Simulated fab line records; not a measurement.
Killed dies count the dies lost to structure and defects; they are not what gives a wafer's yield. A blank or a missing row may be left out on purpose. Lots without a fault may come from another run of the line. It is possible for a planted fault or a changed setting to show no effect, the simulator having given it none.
Chamber matching    flow n5 finfet    rie diel-05 running N5_BEOL_M0_SAQP_ETCH_49: 4 sister chambers
The step etches SiO2 in CF4/O2, target depth 37 nm. 4 wafers are shown with their chamber, then 8 later ones without.

WAFERS WITH THEIR CHAMBER
wafer   chamber  showerhead plenum p Torr (Torr)
L074.6  1        2.06
L092.4  2        2.25
L092.5  3        2.12
L093.1  0        2.10

WAFERS WHOSE CHAMBER IS MISSING
wafer   showerhead plenum p Torr (Torr)
L093.4  2.05
L093.6  2.10
L094.3  2.25
L094.5  2.05
L094.6  2.25
L096.1  2.12
L096.4  2.09
L096.5  2.25

WHICH CHAMBER EACH WENT THROUGH
wafer   from the rows above  in truth
L093.4  1                    1
L093.6  0                    0
L094.3  2                    2
L094.5  1                    1
L094.6  2                    2
L096.1  3                    3
L096.4  0                    0
L096.5  2                    2
8 of 8 placed correctly. From these rows, 0 cannot be placed. Wrongly placed: 0.
How it was worked out, from the rows above alone: a wafer's distance from a chamber is the root of the sum, over the readings, of the square of ((its reading less the chamber's mean) divided by the reading's scatter). The wafer belongs to the nearest chamber; if the next one is less than 2 further off, it can't be placed. A chamber's mean is the mean of its shown wafers. The scatter (one wafer shown for each chamber): square how far every hidden wafer sits from the nearest shown wafer, average those squares and take the square root.
